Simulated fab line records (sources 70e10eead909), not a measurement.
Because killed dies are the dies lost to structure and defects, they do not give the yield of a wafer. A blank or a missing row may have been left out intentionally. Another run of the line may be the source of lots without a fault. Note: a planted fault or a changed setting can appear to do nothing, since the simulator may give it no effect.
A sampling plan put to the test | flow nandHarc | one line in one fab, 47 faults in these records, each fault weighed on the records of the lots it struck
The plan consists of the line's own looks: route steps at which the wafer is read by a gauge or an inspection but not changed. A look is open to judgement when struck wafers have a number at it and the file gives its usual mean and standard deviation on fault-free wafers. Caught: at a look after the fault's first step, the mean of the struck wafers lies 4 or more of those standard deviations (sigma) from the usual mean. On the tool: the identical test, applied to the tool's own readings at the steps of the fault. It also counts as caught if the struck wafers ran another recipe or if their record alone is blank.

THE FAULTS, as the simulator had put them in
1. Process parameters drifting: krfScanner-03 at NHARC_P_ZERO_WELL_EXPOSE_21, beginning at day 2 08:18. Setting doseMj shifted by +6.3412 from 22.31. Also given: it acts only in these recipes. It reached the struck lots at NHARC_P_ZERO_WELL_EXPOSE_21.
2. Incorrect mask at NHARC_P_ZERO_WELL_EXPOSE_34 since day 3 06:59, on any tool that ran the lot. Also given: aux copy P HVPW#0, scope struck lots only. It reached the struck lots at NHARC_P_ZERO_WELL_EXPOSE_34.
3. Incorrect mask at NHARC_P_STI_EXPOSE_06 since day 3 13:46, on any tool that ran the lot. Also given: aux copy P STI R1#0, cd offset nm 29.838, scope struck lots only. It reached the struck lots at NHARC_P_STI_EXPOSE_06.
4. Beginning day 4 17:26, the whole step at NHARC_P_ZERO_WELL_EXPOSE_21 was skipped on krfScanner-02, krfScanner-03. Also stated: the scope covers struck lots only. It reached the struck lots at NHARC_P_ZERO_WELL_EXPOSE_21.
5. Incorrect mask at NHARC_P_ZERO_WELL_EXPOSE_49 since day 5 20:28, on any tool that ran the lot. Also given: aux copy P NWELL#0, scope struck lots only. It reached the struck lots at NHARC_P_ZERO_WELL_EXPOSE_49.
6. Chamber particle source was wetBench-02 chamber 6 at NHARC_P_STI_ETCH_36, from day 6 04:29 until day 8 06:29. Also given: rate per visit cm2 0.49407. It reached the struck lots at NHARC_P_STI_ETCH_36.
7. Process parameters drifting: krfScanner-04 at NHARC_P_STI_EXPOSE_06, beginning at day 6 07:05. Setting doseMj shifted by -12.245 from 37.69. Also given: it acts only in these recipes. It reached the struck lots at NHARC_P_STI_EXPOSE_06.
8. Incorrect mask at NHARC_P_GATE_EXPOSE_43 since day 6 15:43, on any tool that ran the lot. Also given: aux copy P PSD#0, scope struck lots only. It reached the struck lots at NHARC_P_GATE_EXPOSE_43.
9. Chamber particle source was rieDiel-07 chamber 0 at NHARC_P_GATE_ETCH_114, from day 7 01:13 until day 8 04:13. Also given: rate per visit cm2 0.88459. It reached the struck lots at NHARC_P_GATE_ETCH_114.
10. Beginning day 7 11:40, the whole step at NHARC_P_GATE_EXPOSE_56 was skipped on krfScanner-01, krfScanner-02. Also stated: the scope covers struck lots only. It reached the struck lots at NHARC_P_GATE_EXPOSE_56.
11. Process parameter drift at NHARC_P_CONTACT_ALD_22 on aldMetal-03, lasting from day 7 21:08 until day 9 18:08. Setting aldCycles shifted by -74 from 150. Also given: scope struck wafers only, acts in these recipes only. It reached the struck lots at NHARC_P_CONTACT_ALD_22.
12. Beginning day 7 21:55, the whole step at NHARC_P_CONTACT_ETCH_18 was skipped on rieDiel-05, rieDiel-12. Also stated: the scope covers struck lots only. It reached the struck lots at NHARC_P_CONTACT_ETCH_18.
13. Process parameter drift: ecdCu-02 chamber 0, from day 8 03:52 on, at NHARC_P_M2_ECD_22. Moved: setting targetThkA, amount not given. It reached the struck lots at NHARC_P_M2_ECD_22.
14. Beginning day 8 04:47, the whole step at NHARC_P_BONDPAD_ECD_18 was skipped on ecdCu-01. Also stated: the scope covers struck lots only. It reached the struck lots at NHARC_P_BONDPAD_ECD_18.
15. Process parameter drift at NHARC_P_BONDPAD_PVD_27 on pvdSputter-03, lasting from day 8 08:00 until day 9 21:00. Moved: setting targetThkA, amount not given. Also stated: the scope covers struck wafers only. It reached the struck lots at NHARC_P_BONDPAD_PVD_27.
16. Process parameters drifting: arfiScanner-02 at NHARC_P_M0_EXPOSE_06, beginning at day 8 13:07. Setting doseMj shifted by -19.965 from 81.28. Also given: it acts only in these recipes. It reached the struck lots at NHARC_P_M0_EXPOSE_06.
17. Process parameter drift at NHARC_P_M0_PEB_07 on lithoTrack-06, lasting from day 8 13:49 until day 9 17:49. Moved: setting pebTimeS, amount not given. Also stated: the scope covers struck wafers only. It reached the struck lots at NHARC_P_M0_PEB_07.
18. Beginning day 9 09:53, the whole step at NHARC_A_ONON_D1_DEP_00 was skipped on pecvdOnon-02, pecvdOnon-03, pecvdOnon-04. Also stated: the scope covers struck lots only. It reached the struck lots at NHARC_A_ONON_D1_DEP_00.
19. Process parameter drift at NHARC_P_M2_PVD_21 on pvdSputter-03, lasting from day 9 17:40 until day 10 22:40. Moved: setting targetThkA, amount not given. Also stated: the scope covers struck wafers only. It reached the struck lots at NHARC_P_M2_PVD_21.
20. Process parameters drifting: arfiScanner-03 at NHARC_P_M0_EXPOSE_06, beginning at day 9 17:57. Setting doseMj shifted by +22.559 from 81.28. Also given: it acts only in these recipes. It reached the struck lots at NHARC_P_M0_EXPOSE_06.
21. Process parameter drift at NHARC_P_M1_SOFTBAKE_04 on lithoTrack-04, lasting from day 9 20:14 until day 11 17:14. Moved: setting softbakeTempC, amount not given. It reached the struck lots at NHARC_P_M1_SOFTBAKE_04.
22. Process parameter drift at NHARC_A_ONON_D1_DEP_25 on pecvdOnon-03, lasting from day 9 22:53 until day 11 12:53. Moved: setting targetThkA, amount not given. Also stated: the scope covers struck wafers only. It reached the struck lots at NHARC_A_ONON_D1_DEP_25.
23. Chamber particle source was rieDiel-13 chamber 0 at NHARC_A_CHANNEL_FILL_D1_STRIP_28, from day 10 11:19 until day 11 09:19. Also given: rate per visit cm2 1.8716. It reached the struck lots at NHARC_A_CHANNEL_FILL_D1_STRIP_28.
24. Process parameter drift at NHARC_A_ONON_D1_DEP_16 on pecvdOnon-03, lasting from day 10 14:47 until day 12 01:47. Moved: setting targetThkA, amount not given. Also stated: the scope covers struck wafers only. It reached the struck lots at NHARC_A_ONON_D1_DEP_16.
25. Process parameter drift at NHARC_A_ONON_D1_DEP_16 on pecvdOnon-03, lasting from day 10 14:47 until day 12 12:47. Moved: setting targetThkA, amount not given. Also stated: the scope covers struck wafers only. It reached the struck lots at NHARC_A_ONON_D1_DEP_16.
26. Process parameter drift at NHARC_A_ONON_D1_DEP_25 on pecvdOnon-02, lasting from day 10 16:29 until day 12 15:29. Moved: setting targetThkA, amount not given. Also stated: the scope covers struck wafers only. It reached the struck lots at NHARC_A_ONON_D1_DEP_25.
27. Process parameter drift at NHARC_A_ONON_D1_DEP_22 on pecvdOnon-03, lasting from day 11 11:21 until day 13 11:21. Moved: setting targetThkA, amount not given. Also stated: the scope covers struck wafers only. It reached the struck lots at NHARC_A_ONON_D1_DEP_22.
28. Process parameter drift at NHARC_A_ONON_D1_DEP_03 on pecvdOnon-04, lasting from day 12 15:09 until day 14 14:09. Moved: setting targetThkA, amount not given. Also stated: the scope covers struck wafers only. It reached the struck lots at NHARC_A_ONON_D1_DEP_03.
29. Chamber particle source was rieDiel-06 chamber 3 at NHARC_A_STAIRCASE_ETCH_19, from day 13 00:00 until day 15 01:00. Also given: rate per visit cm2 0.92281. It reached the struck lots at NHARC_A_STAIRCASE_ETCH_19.
30. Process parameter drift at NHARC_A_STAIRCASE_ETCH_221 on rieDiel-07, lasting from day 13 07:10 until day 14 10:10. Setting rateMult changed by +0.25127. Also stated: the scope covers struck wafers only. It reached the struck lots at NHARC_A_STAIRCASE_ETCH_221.
31. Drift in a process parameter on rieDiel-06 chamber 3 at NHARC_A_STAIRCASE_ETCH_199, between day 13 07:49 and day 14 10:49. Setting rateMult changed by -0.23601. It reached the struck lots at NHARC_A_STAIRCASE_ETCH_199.
32. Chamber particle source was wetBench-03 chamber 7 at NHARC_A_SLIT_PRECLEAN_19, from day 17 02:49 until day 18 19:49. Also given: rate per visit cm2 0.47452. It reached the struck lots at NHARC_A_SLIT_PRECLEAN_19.
33. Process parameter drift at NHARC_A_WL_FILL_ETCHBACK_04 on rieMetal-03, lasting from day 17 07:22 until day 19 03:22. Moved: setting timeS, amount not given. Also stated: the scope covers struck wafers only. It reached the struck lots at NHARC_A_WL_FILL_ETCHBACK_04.
34. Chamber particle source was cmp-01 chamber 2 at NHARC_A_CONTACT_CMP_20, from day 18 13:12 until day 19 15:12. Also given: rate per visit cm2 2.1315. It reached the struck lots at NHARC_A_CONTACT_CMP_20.
35. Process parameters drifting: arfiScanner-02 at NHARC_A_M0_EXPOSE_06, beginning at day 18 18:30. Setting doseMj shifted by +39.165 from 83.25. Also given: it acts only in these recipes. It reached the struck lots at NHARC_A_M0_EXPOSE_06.
36. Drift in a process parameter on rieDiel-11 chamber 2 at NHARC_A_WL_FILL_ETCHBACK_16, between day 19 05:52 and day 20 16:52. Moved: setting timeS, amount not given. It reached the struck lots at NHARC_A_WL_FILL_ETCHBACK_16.
37. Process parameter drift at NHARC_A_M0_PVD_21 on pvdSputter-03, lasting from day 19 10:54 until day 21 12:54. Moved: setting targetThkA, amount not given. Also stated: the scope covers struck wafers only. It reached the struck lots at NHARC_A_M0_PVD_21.
38. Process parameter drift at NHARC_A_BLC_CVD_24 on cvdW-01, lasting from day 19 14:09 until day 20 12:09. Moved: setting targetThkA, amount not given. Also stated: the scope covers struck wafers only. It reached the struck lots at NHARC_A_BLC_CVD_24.
39. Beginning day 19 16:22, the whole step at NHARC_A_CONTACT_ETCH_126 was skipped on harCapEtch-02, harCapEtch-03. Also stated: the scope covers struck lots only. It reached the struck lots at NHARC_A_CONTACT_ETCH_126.
40. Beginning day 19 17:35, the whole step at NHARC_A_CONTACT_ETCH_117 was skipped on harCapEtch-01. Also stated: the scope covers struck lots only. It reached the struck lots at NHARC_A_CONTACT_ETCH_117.
41. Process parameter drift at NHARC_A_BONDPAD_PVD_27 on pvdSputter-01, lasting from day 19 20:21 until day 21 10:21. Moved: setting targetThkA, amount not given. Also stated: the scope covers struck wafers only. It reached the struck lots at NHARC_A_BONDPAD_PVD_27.
42. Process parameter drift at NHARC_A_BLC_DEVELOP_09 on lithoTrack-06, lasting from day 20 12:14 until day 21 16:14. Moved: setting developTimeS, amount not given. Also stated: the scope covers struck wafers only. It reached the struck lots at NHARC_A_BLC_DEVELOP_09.
43. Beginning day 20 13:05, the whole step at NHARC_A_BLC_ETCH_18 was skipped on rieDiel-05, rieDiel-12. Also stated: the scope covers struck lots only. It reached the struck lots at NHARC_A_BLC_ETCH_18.
44. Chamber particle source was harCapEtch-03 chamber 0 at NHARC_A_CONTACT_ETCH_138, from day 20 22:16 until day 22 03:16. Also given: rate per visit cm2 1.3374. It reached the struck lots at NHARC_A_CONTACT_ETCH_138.
45. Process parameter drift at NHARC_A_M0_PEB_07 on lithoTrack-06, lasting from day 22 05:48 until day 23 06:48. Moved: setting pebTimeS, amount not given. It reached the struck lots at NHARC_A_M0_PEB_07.
46. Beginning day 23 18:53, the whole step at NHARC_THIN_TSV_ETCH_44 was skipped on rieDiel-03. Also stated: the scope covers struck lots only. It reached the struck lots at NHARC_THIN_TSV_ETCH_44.
47. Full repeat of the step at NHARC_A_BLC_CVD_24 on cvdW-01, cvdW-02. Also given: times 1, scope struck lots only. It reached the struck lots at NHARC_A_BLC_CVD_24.

WHAT THE PLAN SAW
fault | on the tool itself                               | first look that catches it                      | reading, sigma                                   | median hours from its first step to that look | hours from the fault's start to the first struck lot there | judged looks passed uncaught
1     | exposureDoseMJCm2 +99 or beyond sigma            | NHARC_P_ZERO_WELL_CD_MEAS_24                    | cdNm +29                                         | 0.2                                           | 6                                                          | 0
2     | no reading that can be judged                    | NHARC_END_SORT_01                               | killedAtPeriphery +99 or beyond                  | 420.5                                         | 423                                                        | 0
3     | no reading that can be judged                    | NHARC_P_STI_CD_MEAS_09                          | cdNm +15                                         | 0.2                                           | 3                                                          | 0
4     | no reading that can be judged                    | NHARC_P_ZERO_WELL_INSPECT_43                    | rawDefectCount +99 or beyond                     | 5.4                                           | 8                                                          | 0
5     | no reading that can be judged                    | NHARC_END_SORT_01                               | killedAtPeriphery +99 or beyond                  | 425.9                                         | 428                                                        | 0
6     | no reading that can be judged                    | NHARC_P_STI_INSPECT_25                          | rawDefectCount +4.4                              | 8.1                                           | 35                                                         | 0
7     | exposureDoseMJCm2 -99 or beyond sigma            | NHARC_P_STI_CD_MEAS_09                          | cdNm -38                                         | 0.2                                           | 5                                                          | 0
8     | no reading that can be judged                    | no look after it can be judged                  | -                                                | -                                             | -                                                          | 0
9     | under 2 sigma                                    | NHARC_P_GATE_INSPECT_68                         | rawDefectCount +7.7                              | 19.1                                          | 19                                                         | 0
10    | no reading that can be judged                    | NHARC_P_GATE_INSPECT_68                         | rawDefectCount +14                               | 5.1                                           | 7                                                          | 0
11    | under 2 sigma                                    | NHARC_END_SORT_01                               | killedAtPeriphery +99 or beyond                  | 330.5                                         | 324                                                        | 0
12    | the tool's record is blank for the struck wafers | NHARC_END_SORT_01                               | killedAtPeriphery +99 or beyond                  | 320.1                                         | 322                                                        | 0
13    | no reading that can be judged                    | not the one look that can be judged after it    | -                                                | -                                             | -                                                          | 1
14    | the tool's record is blank for the struck wafers | NHARC_P_BONDPAD_THK_MEAS_20                     | thkNm -87                                        | 1.0                                           | 2                                                          | 0
15    | under 2 sigma                                    | NHARC_END_SORT_01                               | killedAtPeriphery +99 or beyond                  | 296.1                                         | 330                                                        | 0
16    | exposureDoseMJCm2 -99 or beyond sigma            | NHARC_P_M0_CD_MEAS_09                           | cdNm -25                                         | 0.1                                           | 11                                                         | 0
17    | heaterPowerTotalW +6.6 sigma                     | none of the 2 looks that can be judged after it | strongest: cdNm at NHARC_P_M0_CD_MEAS_09, -2.4   | -                                             | -                                                          | 2
18    | the tool's record is blank for the struck wafers | NHARC_END_SORT_01                               | killedAtArray +67                                | 284.4                                         | 284                                                        | 0
19    | under 2 sigma                                    | NHARC_END_SORT_01                               | killedAtPeriphery +99 or beyond                  | 324.3                                         | 336                                                        | 1
20    | exposureDoseMJCm2 +99 or beyond sigma            | NHARC_P_M0_CD_MEAS_09                           | cdNm +27                                         | 0.1                                           | 7                                                          | 0
21    | heaterPowerTotalW -99 or beyond sigma            | none of the 5 looks that can be judged after it | -                                                | -                                             | -                                                          | 5
22    | under 2 sigma                                    | NHARC_A_ONON_D1_THK_MEAS_27                     | thkNm +50                                        | 0.5                                           | 6                                                          | 0
23    | under 2 sigma                                    | NHARC_END_SORT_01                               | killedAtArray +7.0                               | 239.2                                         | 243                                                        | 1
24    | under 2 sigma                                    | NHARC_A_ONON_D1_THK_MEAS_18                     | thkNm +73                                        | 0.5                                           | 13                                                         | 0
25    | under 2 sigma                                    | NHARC_A_ONON_D1_THK_MEAS_18                     | thkNm +61                                        | 0.5                                           | 13                                                         | 0
26    | no reading that can be judged                    | NHARC_A_ONON_D1_THK_MEAS_27                     | thkNm +47                                        | 0.3                                           | 13                                                         | 0
27    | under 2 sigma                                    | NHARC_A_ONON_D1_THK_MEAS_24                     | thkNm +59                                        | 0.5                                           | 14                                                         | 0
28    | no reading that can be judged                    | NHARC_A_ONON_D1_THK_MEAS_05                     | thkNm -36                                        | 0.5                                           | 6                                                          | 0
29    | under 2 sigma                                    | NHARC_END_SORT_01                               | killedAtArray +4.2                               | 206.4                                         | 234                                                        | 1
30    | oesProductAu +9.6 sigma                          | NHARC_END_SORT_01                               | killedAtArray +34                                | 185.6                                         | 195                                                        | 0
31    | oesProductAu -11 sigma                           | NHARC_END_SORT_01                               | killedAtArray +13                                | 188.8                                         | 212                                                        | 0
32    | no reading that can be judged                    | NHARC_A_SIN_REMOVE_INSPECT_04                   | rawDefectCount +4.8                              | 7.5                                           | 16                                                         | 1
33    | runLengthS -99 or beyond sigma                   | NHARC_END_SORT_01                               | killedAtArray +67                                | 97.8                                          | 98                                                         | 0
34    | under 2 sigma                                    | NHARC_A_CONTACT_INSPECT_23                      | rawDefectCount +9.6                              | 0.4                                           | 21                                                         | 0
35    | exposureDoseMJCm2 +99 or beyond sigma            | NHARC_A_M0_CD_MEAS_09                           | cdNm +43                                         | 0.1                                           | 10                                                         | 0
36    | runLengthS -30 sigma                             | NHARC_END_SORT_01                               | killedAtArray +67                                | 94.7                                          | 107                                                        | 0
37    | under 2 sigma                                    | NHARC_END_SORT_01                               | sort_bin_2_pct +99 or beyond                     | 41.6                                          | 43                                                         | 0
38    | under 2 sigma                                    | no look after it can be judged                  | -                                                | -                                             | -                                                          | 0
39    | the tool's record is blank for the struck wafers | NHARC_END_SORT_01                               | killedAtArray +67                                | 66.0                                          | 74                                                         | 0
40    | the tool's record is blank for the struck wafers | NHARC_END_SORT_01                               | killedAtArray +66                                | 78.1                                          | 72                                                         | 0
41    | under 2 sigma                                    | NHARC_END_SORT_01                               | sort_bin_2_pct +99 or beyond                     | 35.2                                          | 37                                                         | 0
42    | no reading that can be judged                    | NHARC_A_BLC_CD_MEAS_10                          | cdNm +4.9                                        | 0.8                                           | 12                                                         | 0
43    | the tool's record is blank for the struck wafers | NHARC_END_SORT_01                               | killedAtArray +66                                | 55.4                                          | 53                                                         | 0
44    | under 2 sigma                                    | not the one look that can be judged after it    | strongest: killedDies at NHARC_END_SORT_01, +3.0 | -                                             | -                                                          | 1
45    | no reading that can be judged                    | none of the 3 looks that can be judged after it | strongest: cdNm at NHARC_A_M0_CD_MEAS_09, +3.1   | -                                             | -                                                          | 3
46    | the tool's record is blank for the struck wafers | NHARC_END_SORT_01                               | killedAtOther +99 or beyond                      | 16.6                                          | 16                                                         | 0
47    | under 2 sigma                                    | no look after it can be judged                  | -                                                | -                                             | -                                                          | 0
Dash: fault not caught, or number not given in these records.

Caught at a look: 39 of 47. Caught on the tool: 18 of 47. By one or the other: 41 of 47.
On the tool alone, faults 17, 21 were caught.
Caught at a look alone: faults 2, 3, 4, 5, 6, 9, 10, 11, 15, 19, 22, 23, 24, 25, 26, 27, 28, 29, 32, 34, 37, 41, 42.
Caught by neither: faults 8, 13, 38, 44, 45, 47.

THINNER SAMPLING
If the look that catches a fault measured only every second or every third lot, by lot number, the first struck lot would be measured this late in the worst case:
fault | struck lots at that look, in order of time | every lot | every second lot | every third lot
1     | L259, L267                                 | 6 h       | may miss all 2   | may miss all 2
2     | L766                                       | 423 h     | may miss it      | may miss it
3     | L907                                       | 3 h       | may miss it      | may miss it
4     | L457, L458, L459                           | 8 h       | 14 h             | 20 h
5     | L112                                       | 428 h     | may miss it      | may miss it
6     | L846                                       | 35 h      | may miss it      | may miss it
7     | L933, L934, L936                           | 5 h       | 10 h             | may miss all 3
9     | L945, L948, L947                           | 19 h      | 42 h             | may miss all 3
10    | L744, L745, L748                           | 7 h       | 8 h              | may miss all 3
11    | L603, L604                                 | 324 h     | 357 h            | may miss all 2
12    | L651, L654                                 | 322 h     | 340 h            | may miss all 2
14    | L254, L255, L256                           | 2 h       | 9 h              | 11 h
15    | L443                                       | 330 h     | may miss it      | may miss it
16    | L215, L213, L216, L220                     | 11 h      | 23 h             | 43 h
18    | L314, L316, L315                           | 284 h     | 292 h            | 292 h
19    | L466                                       | 336 h     | may miss it      | may miss it
20    | L527, L529                                 | 7 h       | may miss all 2   | may miss all 2
22    | L707, L709                                 | 6 h       | may miss all 2   | may miss all 2
23    | L635                                       | 243 h     | may miss it      | may miss it
24    | L659, L658                                 | 13 h      | 13 h             | may miss all 2
25    | L960, L959                                 | 13 h      | 13 h             | may miss all 2
26    | L924, L923, L926                           | 13 h      | 13 h             | may miss all 3
27    | L165                                       | 14 h      | may miss it      | may miss it
28    | L442, L443                                 | 6 h       | 18 h             | may miss all 2
29    | L678                                       | 234 h     | may miss it      | may miss it
30    | L616, L618                                 | 195 h     | may miss all 2   | may miss all 2
31    | L156                                       | 212 h     | may miss it      | may miss it
32    | L639, L638                                 | 16 h      | 16 h             | may miss all 2
33    | L194, L201                                 | 98 h      | 146 h            | may miss all 2
34    | L567, L568                                 | 21 h      | 21 h             | may miss all 2
35    | L824                                       | 10 h      | may miss it      | may miss it
36    | L903, L905                                 | 107 h     | may miss all 2   | may miss all 2
37    | L772, L775                                 | 43 h      | 79 h             | may miss all 2
39    | L140, L143                                 | 74 h      | 74 h             | may miss all 2
40    | L230, L233                                 | 72 h      | 95 h             | may miss all 2
41    | L348, L347, L349                           | 37 h      | 45 h             | 73 h
42    | L728, L730                                 | 12 h      | may miss all 2   | may miss all 2
43    | L369, L370, L372                           | 53 h      | 67 h             | may miss all 3
46    | L545, L544                                 | 16 h      | 23 h             | may miss all 2
Hours are from the fault's start to the first struck lot that is measured. 4 sigma limit: tested on the pooled struck wafers, so a lone lot may be under it. Other struck lots may not be in these records.

THE LONGEST TIMED WAY FROM STEP TO LOOK
For fault 5, NHARC_P_ZERO_WELL_EXPOSE_49 and NHARC_END_SORT_01 are separated by a median of 425.9 hours. No look between them can be judged.
